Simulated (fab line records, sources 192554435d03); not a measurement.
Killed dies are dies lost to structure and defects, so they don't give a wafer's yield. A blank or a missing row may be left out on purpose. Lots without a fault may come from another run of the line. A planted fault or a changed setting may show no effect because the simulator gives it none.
fab line records | flow n5_finfet | part 1 of 2: steps 1 to 4 of 6
record lots=21 wafers=63 last_day=18
route steps=1938 shown BEOL_M5@1188 BEOL_M6@1208
lots that met no fault: from a run of the same line without faults
start_h: hours from the record's first day to the start of the lot's first wafer shown | wait_h: hours since the lot's step before | " the same as in the row above | L1.1+2: a row that stands for several wafers | - no value, or no start given | * or withheld: withheld | < > ~ a bound
route shown NAME@n: a module of which the file shows steps, and the number in the route of the first | usual: mean/standard deviation of fault-free wafers | same: alike in all rows | chamber/n: place in a boat | sites: the reading at each site | _std_site: their standard deviation | _edge_site: outer sites' mean less inner sites' | radius_mm: how far each site lies from the wafer's centre | mask NAME#n: copy n | behind: the tool/chamber that last shaped the wafer | hold: why the lot was held/for how many hours/how that ended | device: the transistor (n, p or np) that didn't switch | end of line: the same wafers' tests at the end of the route | a step without rows: its recipe alone | killed: dies lost to structure and defects at the first sort, not the wafer's yield | map: a wafer's dies, x killed, . not, _ none there
set.NAME: the setting as run; set.NAME@STEP: as run at that earlier step | model.NAME: the simulator's own value behind a step, which no gauge read
steps of the route over a sample of lots; a table a step, a row a wafer
services: from which hour (start_h, from the record's first day; less than 0 if before it) a tool's chamber was out of use, for how many hours, and why
## steps
# step N5_BEOL_M5_PRE_CLEAN_77
# recipe gas=NH3/H2 time_s=15 temp_c=* rf_power_w=300
# usual heater_power_w=86/14 rf_fwd_power_W=296.9/1
# columns lot.wafer tool chamber start_h wait_h heater_power_w rf_fwd_power_W
L074.2 cvd_co-02 0 196.69 0.0 92 297.5
L074.5 " 2 " " 105 295.6
L074.6 " 0 " " 93 297.4
L076.3 cvd_co-02 0 202.98 0.0 90 298.7
L076.5 " 2 " " 102 296.0
L076.6 " 0 " " 90 298.6
L077.1 cvd_co-02 2 203.81 0.0 105 296.2
L077.3 " 1 " " 66 297.7
L077.6 " 1 " " 68 298.2
L075.1 cvd_co-02 2 205.73 0.0 105 297.4
L075.2 " 0 " " 94 297.1
L075.6 " 2 " " 101 295.0
L079.1 cvd_co-01 0 212.30 0.0 82 297.5
L079.4 " 0 " " 83 297.4
L079.5 " 1 " " 94 295.0
L080.3 cvd_co-01 1 213.04 0.0 95 296.1
L080.4 " 0 " " 82 296.9
L080.5 " 1 " " 96 295.9
L078.1 cvd_co-02 1 213.16 0.1 66 297.8
L078.2 " 0 " " 91 296.8
L078.6 " 1 " " 68 298.6
L081.1 cvd_co-02 0 236.31 0.3 92 296.8
L081.2 " 2 " " 100 296.6
L081.5 " 2 " " 105 295.4
L083.2 cvd_co-01 0 241.80 0.0 81 297.2
L083.4 " 2 " " 72 295.1
L083.6 " 1 " " 95 296.4
L082.2 cvd_co-02 1 244.24 0.1 67 298.3
L082.5 " 1 " " 69 298.9
L082.6 " 0 " " 91 299.3
L086.3 cvd_co-01 2 269.48 0.0 72 296.5
L086.5 " 1 " " 94 298.4
L086.6 " 2 " " 73 296.1
L088.2 cvd_co-02 1 269.85 0.0 69 297.2
L088.3 " 2 " " 101 294.1
L088.6 " 2 " " 102 295.1
L087.2 cvd_co-02 1 271.39 0.3 66 297.3
L087.4 " 2 " " 103 296.5
L087.5 " 2 " " 103 296.6
L085.3 cvd_co-01 0 274.68 0.0 80 299.1
L085.4 " 2 " " 73 297.4
L085.5 " 1 " " 95 295.7
L090.1 cvd_co-01 0 276.36 0.0 82 297.2
L090.2 " 1 " " 95 297.1
L090.3 " 2 " " 73 296.2
L089.1 cvd_co-01 2 281.16 0.0 73 298.2
L089.3 " 0 " " 81 296.4
L089.4 " 2 " " 71 298.2
L092.2 cvd_co-02 0 286.44 0.0 94 297.2
L092.4 " 1 " " 68 296.5
L092.5 " 0 " " 93 297.6
L095.4 cvd_co-01 0 310.02 0.1 80 296.7
L095.5 " 2 " " 74 297.5
L095.6 " 1 " " 97 297.0
L094.3 cvd_co-01 2 310.80 0.0 74 296.6
L094.4 " 2 " " 74 297.9
L094.6 " 1 " " 98 295.2
L096.2 cvd_co-02 0 325.30 0.0 93 296.4
L096.3 " 1 " " 69 297.0
L096.5 " 0 " " 92 296.4
L097.1 cvd_co-02 0 343.99 0.0 92 297.1
L097.4 " 2 " " 104 296.4
L097.5 " 1 " " 66 295.8
# step N5_BEOL_M6_OVL_MEAS_12
# recipe points_per_wafer=44
# usual M6_OVL=0.0/0.9
# columns lot.wafer tool chamber start_h wait_h M6_OVL[nm]
L074.2 overlay-01 0 198.18 0.0 0.7
L074.5 " 0 " " 1.2
L074.6 " 0 " " 1.0
L076.3 overlay-02 0 205.25 0.0 -0.2
L076.5 " 0 " " 0.5
L076.6 " 0 " " 0.3
L077.1 overlay-02 0 207.90 0.0 -1.3
L077.3 " 0 " " -1.0
L077.6 " 0 " " -1.6
L075.1 overlay-02 0 208.24 0.0 0.4
L075.2 " 0 " " 2.3
L075.6 " 0 " " 1.1
L079.1 overlay-01 0 215.52 0.0 -0.6
L079.4 " 0 " " 0.5
L079.5 " 0 " " -0.5
L080.3 overlay-01 0 215.69 0.0 1.3
L080.4 " 0 " " 0.8
L080.5 " 0 " " 0.4
L078.1 overlay-02 0 215.86 0.0 -0.4
L078.2 " 0 " " 0.5
L078.6 " 0 " " 0.1
L081.1 overlay-01 0 241.78 0.0 -0.6
L081.2 " 0 " " -1.3
L081.5 " 0 " " 0.3
L083.2 overlay-02 0 244.14 0.0 -0.8
L083.4 " 0 " " -0.8
L083.6 " 0 " " -2.2
L082.2 overlay-02 0 247.34 0.0 -0.4
L082.5 " 0 " " 0.3
L082.6 " 0 " " 0.7
L086.3 overlay-01 0 271.25 0.0 -0.4
L086.5 " 0 " " -0.7
L086.6 " 0 " " -0.1
L088.2 overlay-01 0 274.33 0.0 -0.8
L088.3 " 0 " " -0.7
L088.6 " 0 " " -1.1
L087.2 overlay-01 0 274.72 0.0 0.3
L087.4 " 0 " " 0.8
L087.5 " 0 " " -1.0
L085.3 overlay-02 0 276.55 0.0 -0.5
L085.4 " 0 " " 1.1
L085.5 " 0 " " 0.6
L090.1 overlay-02 0 277.81 0.0 -0.1
L090.2 " 0 " " 1.6
L090.3 " 0 " " 0.4
L089.1 overlay-01 0 283.74 0.0 0.2
L089.3 " 0 " " -0.7
L089.4 " 0 " " -0.1
L092.2 overlay-01 0 288.17 0.0 1.3
L092.4 " 0 " " 1.5
L092.5 " 0 " " 0.4
L095.4 overlay-01 0 312.75 0.0 1.2
L095.5 " 0 " " -0.2
L095.6 " 0 " " -0.7
L094.3 overlay-01 0 313.89 0.0 1.3
L094.4 " 0 " " 0.3
L094.6 " 0 " " 0.5
L096.2 overlay-02 0 328.49 0.1 -1.7
L096.3 " 0 " " -0.7
L096.5 " 0 " " -1.3
L097.1 overlay-01 0 348.71 0.0 -0.6
L097.4 " 0 " " -0.8
L097.5 " 0 " " -0.1
# step N5_BEOL_M6_ETCH_61
# recipe chemistry=CF4 target=SiARC target_depth_a=455 mask_material=CAR-ArF time_s=75.8 ion_energy_ev=80 pressure_mtorr=40 source_w=545 bias_w=36 Ar_flow_sccm=100 cf4_flow_sccm=100 ends=cleared
# usual cf4_flow_sccm=99.97/0.26 drypump_motor_current_A=5.8/0.58 etch_rf_on_time_s=75.8/1.8 oes_product_au=0.68/0.077 rf_fwd_power_W=538.8/2.1 rf_vpp_V=183.9/1.2 showerhead_plenum_p_Torr=2.13/0.073 throttle_valve_pct=15.55/0.28
# columns lot.wafer tool chamber start_h wait_h cf4_flow_sccm drypump_motor_current_A etch_rf_on_time_s oes_product_au rf_fwd_power_W rf_hours_counter_h rf_vpp_V showerhead_plenum_p_Torr throttle_valve_pct
L074.2 rie_diel-01 0 198.27 0.0 100.19 6.2 73.7 0.83 532.9 9 184.0 2.27 15.08
L074.5 " 0 " " 100.09 6.2 73.6 0.84 536.6 - 185.7 2.27 15.07
L074.6 " 1 " " 100.11 5.3 76.1 0.62 538.4 - 183.7 2.12 15.86
L076.3 rie_diel-01 2 205.34 0.0 100.11 6.7 75.7 0.65 538.8 178 183.6 2.14 15.60
L076.5 " 0 " " 99.78 6.2 74.0 0.83 538.1 - 185.4 2.27 15.08
L076.6 " 2 " " 99.57 6.7 76.7 0.64 537.5 - 185.2 2.14 15.62
L077.1 rie_diel-06 2 208.07 0.0 99.79 5.3 76.1 0.69 539.3 77 182.6 2.07 15.29
L077.3 " 0 " " 100.25 6.4 75.8 0.63 537.3 173 182.4 2.05 15.82
L077.6 " 3 " " 100.12 4.8 73.8 0.66 539.7 - 183.5 2.05 15.51
L075.1 rie_diel-06 2 208.33 0.0 100.28 5.3 76.5 0.70 536.3 78 183.0 2.07 15.28
L075.2 " 0 " " 100.14 6.5 77.0 0.63 539.7 174 183.4 2.05 15.83
L075.6 " 0 " " 99.81 6.4 76.1 0.63 537.6 - 182.0 2.05 15.83
L079.1 rie_diel-05 0 215.86 0.0 99.79 5.2 78.9 0.56 543.7 237 184.1 2.19 15.72
L079.4 " 2 " " 100.48 5.6 76.6 0.65 543.2 150 185.0 2.15 15.63
L079.5 " 3 " " 99.64 6.7 75.9 0.61 534.0 - 182.6 2.03 15.84
L080.3 rie_diel-05 1 216.18 0.0 100.27 6.0 72.8 0.71 534.2 79 183.8 2.08 15.63
L080.4 " 3 " " 99.78 6.7 76.5 0.61 539.1 217 183.7 2.03 15.83
L080.5 " 1 " " 99.76 6.0 73.1 0.72 537.2 - 184.3 2.08 15.64
L078.1 rie_diel-05 0 216.44 0.0 100.35 5.2 79.6 0.56 542.4 237 184.1 2.19 15.75
L078.2 " 2 " " 99.86 5.6 76.7 0.64 543.1 150 184.8 2.15 15.64
L078.6 " 3 " " 99.80 6.7 76.5 0.61 535.4 - 183.2 2.03 15.82
L081.1 rie_diel-06 3 241.88 0.0 99.81 4.8 74.4 0.65 539.0 159 182.1 2.05 15.53
L081.2 " 0 " " 100.04 6.4 77.0 0.61 536.8 180 182.5 2.05 15.84
L081.5 " 3 " " 100.12 4.8 74.7 0.65 537.0 - 182.4 2.05 15.54
L083.2 rie_diel-05 0 244.24 0.0 99.51 5.3 79.1 0.56 539.4 248 185.5 2.19 15.76
L083.4 " 1 " " 100.21 6.0 74.1 0.70 538.3 - 184.2 2.08 15.64
L083.6 " 0 " " 99.68 5.3 79.7 0.56 540.7 - 185.9 2.19 15.78
L082.2 rie_diel-05 0 247.45 0.0 99.69 5.3 78.9 0.56 540.2 250 184.9 2.19 15.77
L082.5 " 3 " " 100.42 6.7 75.9 0.60 537.3 - 181.8 2.03 15.87
L082.6 " 0 " " 99.50 5.2 78.0 0.56 539.9 - 183.9 2.19 15.77
L086.3 rie_diel-01 3 271.34 0.0 99.67 5.9 73.6 0.80 541.6 17 186.0 2.18 15.25
L086.5 " 3 " " 99.34 5.9 73.5 0.80 540.9 - 184.9 2.18 15.27
L086.6 " 1 " " 100.22 5.3 77.3 0.61 539.6 - 184.5 2.11 15.90
L088.2 rie_diel-01 0 274.43 0.0 99.78 6.2 74.4 0.77 540.6 39 185.1 2.26 15.14
L088.3 " 1 " " 99.97 5.2 76.5 0.61 537.7 207 183.3 2.11 15.89
L088.6 " 0 " " 99.50 6.2 74.7 0.78 539.5 - 186.4 2.26 15.13
L087.2 rie_diel-01 1 275.11 0.0 99.88 5.3 76.7 0.61 536.7 207 184.5 2.11 15.91
L087.4 " 1 " " 100.05 5.3 77.0 0.61 537.3 - 183.6 2.11 15.91
L087.5 " 3 " " 100.00 5.9 73.5 0.80 541.4 - 184.4 2.18 15.24
L085.3 rie_diel-06 1 276.64 0.0 99.89 5.8 77.8 0.76 538.5 22 183.2 2.17 15.24
L085.4 " 0 " " 100.20 6.4 77.4 0.60 538.8 192 181.9 2.05 15.88
L085.5 " 1 " " 100.19 5.8 78.5 0.76 539.3 - 183.4 2.17 15.23
L090.1 rie_diel-01 2 278.38 0.0 100.14 6.7 75.6 0.63 539.5 206 185.1 2.13 15.66
L090.2 " 0 " " 100.03 6.2 73.4 0.78 536.5 41 185.4 2.26 15.13
L090.3 " 3 " " 100.12 5.9 71.9 0.80 540.2 19 185.1 2.18 15.25
L089.1 rie_diel-06 2 285.56 0.0 100.33 5.3 76.4 0.68 535.9 102 183.4 2.07 15.35
L089.3 " 3 " " 99.92 4.8 74.0 0.63 539.5 177 182.8 2.04 15.56
L089.4 " 0 " " 99.98 6.4 77.0 0.60 536.4 197 182.5 2.05 15.86
L092.2 rie_diel-01 1 289.04 0.0 100.29 5.3 77.8 0.60 535.4 214 182.9 2.11 15.91
L092.4 " 2 " " 100.06 6.7 77.7 0.61 541.9 212 185.1 2.13 15.68
L092.5 " 0 " " 99.86 6.2 75.6 0.76 538.3 - 184.6 2.26 15.16
L095.4 rie_diel-06 2 313.12 0.0 99.90 5.3 76.1 0.67 537.9 110 181.8 2.06 15.36
L095.5 " 2 " " 99.86 5.3 76.6 0.67 541.7 - 181.4 2.06 15.33
L095.6 " 1 " " 99.95 5.8 76.6 0.74 539.4 - 184.5 2.17 15.26
L094.3 rie_diel-06 0 314.18 0.0 100.43 6.4 77.1 0.59 534.0 207 182.7 2.04 15.90
L094.4 " 3 " " 100.11 4.8 75.0 0.63 537.4 186 184.1 2.04 15.57
L094.6 " 1 " " 99.87 5.8 77.9 0.73 540.4 - 183.9 2.17 15.27
L096.2 rie_diel-01 0 328.58 0.0 100.10 6.2 74.2 0.75 540.1 59 185.2 2.25 15.18
L096.3 " 1 " " 100.17 5.3 77.0 0.60 537.5 227 183.9 2.10 15.94
L096.5 " 1 " " 100.00 5.2 77.1 0.59 538.5 - 184.8 2.10 15.94
L097.1 rie_diel-01 3 348.88 0.0 100.04 5.9 73.5 0.75 539.5 46 184.7 2.17 15.32
L097.4 " 0 " " 100.23 6.2 74.7 0.74 537.8 67 185.4 2.25 15.21
L097.5 " 3 " " 100.11 5.9 73.7 0.74 540.1 - 184.4 2.17 15.30
# step N5_BEOL_M6_ETCH_72
# recipe chemistry=N2/H2 target=underlayer target_depth_a=65 mask_material=CAR-EUV time_s=5.2 ion_energy_ev=200 pressure_mtorr=30 source_w=840 bias_w=150 n2_flow_sccm=200 h2_flow_sccm=200 ends=cleared
# usual drypump_motor_current_A=5.8/0.59 etch_rf_on_time_s=5.22/0.13 oes_product_au=0.66/0.076 rf_fwd_power_W=819.1/2.6 rf_vpp_V=523.1/2.7 showerhead_plenum_p_Torr=2.52/0.088 throttle_valve_pct=17.90/0.2
# columns lot.wafer tool chamber start_h wait_h drypump_motor_current_A etch_rf_on_time_s oes_product_au rf_fwd_power_W rf_hours_counter_h rf_vpp_V showerhead_plenum_p_Torr throttle_valve_pct
L074.2 rie_diel-05 2 202.57 0.0 5.6 5.25 0.64 818.3 146 524.6 2.53 17.76
L074.5 " 1 " " 6.0 5.09 0.72 821.2 - 521.3 2.48 18.04
L074.6 " 2 " " 5.6 5.25 0.65 816.0 - 523.7 2.53 17.74
L077.1 rie_diel-05 3 211.85 0.0 6.7 5.30 0.60 820.6 215 519.8 2.40 18.09
L077.3 " 0 " " 5.3 5.51 0.56 820.2 235 525.2 2.63 18.05
L077.6 " 2 " " 5.6 5.24 0.65 825.2 - 523.8 2.53 17.79
L076.3 rie_diel-05 2 212.50 0.0 5.6 5.22 0.65 816.5 149 523.6 2.53 17.75
L076.5 " 3 " " 6.7 5.32 0.60 817.8 - 521.2 2.41 18.08
L076.6 " 0 " " 5.3 5.53 0.56 824.2 - 527.1 2.63 18.05
L075.1 rie_diel-05 3 213.12 0.0 6.7 5.19 0.61 816.2 215 520.3 2.41 18.12
L075.2 " 1 " " 6.0 5.01 0.71 818.7 77 523.7 2.48 18.05
L075.6 " 3 " " 6.7 5.21 0.60 816.3 - 520.6 2.41 18.09
L080.3 rie_diel-05 0 218.99 0.0 5.3 5.46 0.57 816.4 238 525.5 2.62 18.06
L080.4 " 2 " " 5.6 5.22 0.65 817.6 151 525.5 2.53 17.75
L080.5 " 3 " " 6.7 5.20 0.61 819.8 - 520.3 2.40 18.10
L079.1 rie_diel-01 1 218.99 0.0 5.3 5.26 0.61 821.4 189 527.2 2.52 18.09
L079.4 " 1 " " 5.3 5.23 0.62 820.5 - 523.7 2.52 18.08
L079.5 " 2 " " 6.7 5.28 0.63 821.8 - 522.5 2.54 17.84
L078.1 rie_diel-01 2 219.57 0.0 6.7 5.26 0.63 817.4 186 525.8 2.54 17.83
L078.2 " 0 " " 6.2 5.06 0.82 812.8 20 527.0 2.72 17.58
L078.6 " 2 " " 6.7 5.23 0.63 815.7 - 522.6 2.53 17.83
L081.1 rie_diel-05 1 242.76 0.0 6.0 5.14 0.69 822.2 90 521.8 2.48 18.06
L081.2 " 3 " " 6.7 5.32 0.59 816.8 228 518.1 2.40 18.10
L081.5 " 3 " " 6.7 5.25 0.59 819.4 - 521.1 2.40 18.11
L083.2 rie_diel-05 0 246.62 0.0 5.3 5.36 0.56 818.2 250 525.7 2.62 18.09
L083.4 " 0 " " 5.3 5.37 0.56 818.9 - 525.8 2.62 18.06
L083.6 " 1 " " 6.0 5.04 0.69 819.2 - 521.0 2.48 18.08
L082.2 rie_diel-05 3 248.54 0.0 6.7 5.28 0.60 823.7 231 522.5 2.40 18.12
L082.5 " 3 " " 6.7 5.32 0.60 821.9 - 520.1 2.40 18.12
L082.6 " 0 " " 5.3 5.39 0.54 820.5 - 525.5 2.62 18.08
L086.3 rie_diel-01 1 273.78 0.0 5.3 5.30 0.60 819.6 206 521.5 2.51 18.11
L086.5 " 0 " " 6.2 5.10 0.77 816.8 - 526.3 2.71 17.62
L086.6 " 3 " " 5.9 5.03 0.80 818.9 - 524.7 2.59 17.48
L088.2 rie_diel-06 0 275.57 0.0 6.4 5.40 0.59 817.6 192 519.7 2.43 18.06
L088.3 " 1 " " 5.8 5.35 0.76 817.7 22 525.9 2.61 17.63
L088.6 " 0 " " 6.4 5.39 0.60 815.2 - 519.0 2.43 18.04
L087.2 rie_diel-06 2 277.68 0.0 5.3 5.26 0.68 822.8 97 519.2 2.46 17.63
L087.4 " 1 " " 5.8 5.29 0.76 819.9 23 525.7 2.61 17.64
L087.5 " 3 " " 4.8 5.08 0.63 818.9 - 520.3 2.44 17.95
L085.3 rie_diel-01 3 279.69 0.0 5.9 5.12 0.78 819.4 20 526.0 2.59 17.45
L085.4 " 1 " " 5.3 5.31 0.60 816.8 209 526.0 2.51 18.14
L085.5 " 1 " " 5.3 5.31 0.61 813.7 - 523.2 2.51 18.10
L090.1 rie_diel-01 1 280.26 0.0 5.3 5.29 0.59 821.2 209 521.7 2.51 18.13
L090.2 " 2 " " 6.7 5.28 0.62 819.0 207 524.5 2.53 17.89
L090.3 " 3 " " 5.9 5.08 0.79 820.7 20 524.4 2.59 17.47
L089.1 rie_diel-06 1 288.13 0.0 5.8 5.35 0.75 821.6 29 524.9 2.61 17.66
L089.3 " 0 " " 6.4 5.37 0.59 817.2 199 520.8 2.42 18.06
L089.4 " 3 " " 4.8 5.09 0.63 820.9 178 520.8 2.44 17.95
L092.2 rie_diel-05 0 290.01 0.0 5.3 4.98 0.84 818.5 0 526.4 2.61 17.62
L092.4 " 3 " " 6.7 5.21 0.60 813.2 244 521.2 2.39 18.15
L092.5 " 3 " " 6.7 5.24 0.60 820.4 - 521.8 2.39 18.16
L095.4 rie_diel-06 2 314.44 0.0 5.3 5.35 0.66 820.7 111 523.2 2.46 17.65
L095.5 " 0 " " 6.4 5.39 0.58 819.0 - 522.8 2.42 18.06
L095.6 " 1 " " 5.8 5.31 0.73 819.4 - 525.4 2.60 17.71
L094.3 rie_diel-05 0 315.47 0.0 5.3 5.03 0.80 819.2 8 526.6 2.61 17.65
L094.4 " 0 " " 5.2 5.01 0.81 817.4 - 527.4 2.61 17.61
L094.6 " 1 " " 6.0 5.07 0.68 819.2 - 521.1 2.47 18.13
L096.2 rie_diel-05 1 329.88 0.0 6.0 5.14 0.67 819.3 121 520.0 2.46 18.14
L096.3 " 0 " " 5.2 5.10 0.79 823.2 15 524.7 2.61 17.65
L096.5 " 2 " " 5.6 5.25 0.63 822.2 - 521.8 2.52 17.81
L097.1 rie_diel-06 2 351.59 0.0 5.3 5.25 0.65 816.3 125 523.6 2.45 17.68
L097.4 " 3 " " 4.8 5.05 0.63 819.5 198 521.9 2.43 18.00
L097.5 " 1 " " 5.8 5.28 0.72 816.3 - 523.9 2.60 17.71
